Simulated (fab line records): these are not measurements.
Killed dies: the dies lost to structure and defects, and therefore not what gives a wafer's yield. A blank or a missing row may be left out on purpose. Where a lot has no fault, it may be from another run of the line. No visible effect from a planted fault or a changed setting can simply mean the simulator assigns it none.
Split-lot experiment || flow n5Finfet || route with 1938 steps; 7 lots, 21 wafers read

THE SPLIT ITSELF
At N5_MOL_CONTACT_COAG_VIA_ETCH_117 (etches SiO2 in C4F6/O2, target depth 40 nm, overetch 8 nm, time 26 s), the setting biasW was moved away from the recipe's 455 W on 3 of the 21 wafers read, by +8.2% to +10.7%. This setting was run at the recipe's value on the other wafers.

The reading is taken at the split's own step.

THE READING
rfVppV, in V, at N5_MOL_CONTACT_COAG_VIA_ETCH_117 (etches SiO2 in C4F6/O2, target depth 40 nm, overetch 8 nm, time 26 s). A value of 1583 V with a standard deviation of 14 V is what fault-free wafers of this fab line usually give.

{"wafer": "L074.2", "tool, chamber at the split": "rieDiel-06, 1", "biasW as run, W": 503.6, "against the recipe": "+10.7%", "rfVppV, V": 1693, "against lot-mates on the recipe": "+118"}
{"wafer": "L074.3", "tool, chamber at the split": "rieDiel-06, 2", "biasW as run, W": 455, "against the recipe": "recipe", "rfVppV, V": 1582, "against lot-mates on the recipe": "-"}
{"wafer": "L074.4", "tool, chamber at the split": "rieDiel-06, 1", "biasW as run, W": 455, "against the recipe": "recipe", "rfVppV, V": 1568, "against lot-mates on the recipe": "-"}
{"wafer": "L076.1", "tool, chamber at the split": "rieDiel-01, 3", "biasW as run, W": 455, "against the recipe": "recipe", "rfVppV, V": 1599, "against lot-mates on the recipe": "-"}
{"wafer": "L076.3", "tool, chamber at the split": "rieDiel-01, 0", "biasW as run, W": 455, "against the recipe": "recipe", "rfVppV, V": 1566, "against lot-mates on the recipe": "-"}
{"wafer": "L076.6", "tool, chamber at the split": "rieDiel-01, 2", "biasW as run, W": 455, "against the recipe": "recipe", "rfVppV, V": 1567, "against lot-mates on the recipe": "-"}
{"wafer": "L082.1", "tool, chamber at the split": "rieDiel-01, 1", "biasW as run, W": 455, "against the recipe": "recipe", "rfVppV, V": 1604, "against lot-mates on the recipe": "-"}
{"wafer": "L082.4", "tool, chamber at the split": "rieDiel-01, 0", "biasW as run, W": 455, "against the recipe": "recipe", "rfVppV, V": 1567, "against lot-mates on the recipe": "-"}
{"wafer": "L082.5", "tool, chamber at the split": "rieDiel-01, 2", "biasW as run, W": 455, "against the recipe": "recipe", "rfVppV, V": 1568, "against lot-mates on the recipe": "-"}
{"wafer": "L086.2", "tool, chamber at the split": "rieDiel-02, 2", "biasW as run, W": 455, "against the recipe": "recipe", "rfVppV, V": 1590, "against lot-mates on the recipe": "-"}
{"wafer": "L086.5", "tool, chamber at the split": "rieDiel-02, 3", "biasW as run, W": 455, "against the recipe": "recipe", "rfVppV, V": 1595, "against lot-mates on the recipe": "-"}
{"wafer": "L086.6", "tool, chamber at the split": "rieDiel-02, 1", "biasW as run, W": 500.1, "against the recipe": "+9.9%", "rfVppV, V": 1683, "against lot-mates on the recipe": "+90"}
{"wafer": "L094.2", "tool, chamber at the split": "rieDiel-06, 3", "biasW as run, W": 455, "against the recipe": "recipe", "rfVppV, V": 1581, "against lot-mates on the recipe": "-"}
{"wafer": "L094.3", "tool, chamber at the split": "rieDiel-06, 1", "biasW as run, W": 492.4, "against the recipe": "+8.2%", "rfVppV, V": 1662, "against lot-mates on the recipe": "+82"}
{"wafer": "L094.4", "tool, chamber at the split": "rieDiel-06, 2", "biasW as run, W": 455, "against the recipe": "recipe", "rfVppV, V": 1580, "against lot-mates on the recipe": "-"}
{"wafer": "L095.2", "tool, chamber at the split": "rieDiel-01, 0", "biasW as run, W": 455, "against the recipe": "recipe", "rfVppV, V": 1566, "against lot-mates on the recipe": "-"}
{"wafer": "L095.4", "tool, chamber at the split": "rieDiel-01, 2", "biasW as run, W": 455, "against the recipe": "recipe", "rfVppV, V": 1566, "against lot-mates on the recipe": "-"}
{"wafer": "L095.5", "tool, chamber at the split": "rieDiel-01, 3", "biasW as run, W": 455, "against the recipe": "recipe", "rfVppV, V": 1597, "against lot-mates on the recipe": "-"}
{"wafer": "L097.1", "tool, chamber at the split": "rieDiel-01, 0", "biasW as run, W": 455, "against the recipe": "recipe", "rfVppV, V": 1566, "against lot-mates on the recipe": "-"}
{"wafer": "L097.3", "tool, chamber at the split": "rieDiel-01, 3", "biasW as run, W": 455, "against the recipe": "recipe", "rfVppV, V": 1597, "against lot-mates on the recipe": "-"}
{"wafer": "L097.6", "tool, chamber at the split": "rieDiel-01, 3", "biasW as run, W": 455, "against the recipe": "recipe", "rfVppV, V": 1597, "against lot-mates on the recipe": "-"}

FIT RESULTS
A straight line over all 21 wafers: rfVppV changes by +10.3 V for each +1% of biasW; r = +0.94; the points scatter about the line by 14 V.
The same after taking each lot's own level away (the mean of its wafers on the recipe; 21 wafers): +10.1 V for each +1%; r = +0.94; scatter 13 V.
According to that fit, moving biasW by its largest amount changes the reading by 1.1e+02 V.
Across the lots, their own levels run from 1575.0 to 1592.5 V, a range of 1.2 times the standard deviation given above.
Hence the lot-to-lot level has little effect on the slope; both slopes agree.
Check: +101 V against its lot-mates is what the line predicts for one of the wafers moved furthest among these (+10.7%) when that wafer is left out of the fit. It came out at +118 V against them.
Tool readings at the split's step, against how far the setting was moved: rfVppV r = +0.94.

THE OTHER SPLITS THESE WAFERS WENT THROUGH
Before the reading, these wafers also passed through other splits. Each is held against what the fit with the lots' levels taken away leaves over:
{"other split on the same wafers": "N5_HKMG_FIN_HK_ALD_01 aldCycles", "wafers away from the commonest value": 7, "r with rfVppV (lot level and that fit taken away)": "+0.28"}
{"other split on the same wafers": "N5_HKMG_FIN_COAT_43 spinRpm", "wafers away from the commonest value": 6, "r with rfVppV (lot level and that fit taken away)": -0.02}
{"other split on the same wafers": "N5_GATE_CUT_ETCH_56 icpW", "wafers away from the commonest value": 6, "r with rfVppV (lot level and that fit taken away)": -0.15}
{"other split on the same wafers": "N5_MOL_CONTACT_COAG_EXPOSE_05 doseMj", "wafers away from the commonest value": 5, "r with rfVppV (lot level and that fit taken away)": "+0.08"}
{"other split on the same wafers": "N5_MOL_CONTACT_COAG_ETCH_105 biasW", "wafers away from the commonest value": 7, "r with rfVppV (lot level and that fit taken away)": -0.34}
{"other split on the same wafers": "N5_MOL_CONTACT_COAG_ALD_133 aldCycles", "wafers away from the commonest value": 10, "r with rfVppV (lot level and that fit taken away)": "+0.07"}

THE FILE'S OWN FIT
rfVppV changes by +10.1 V for each +1% of biasW, r = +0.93.
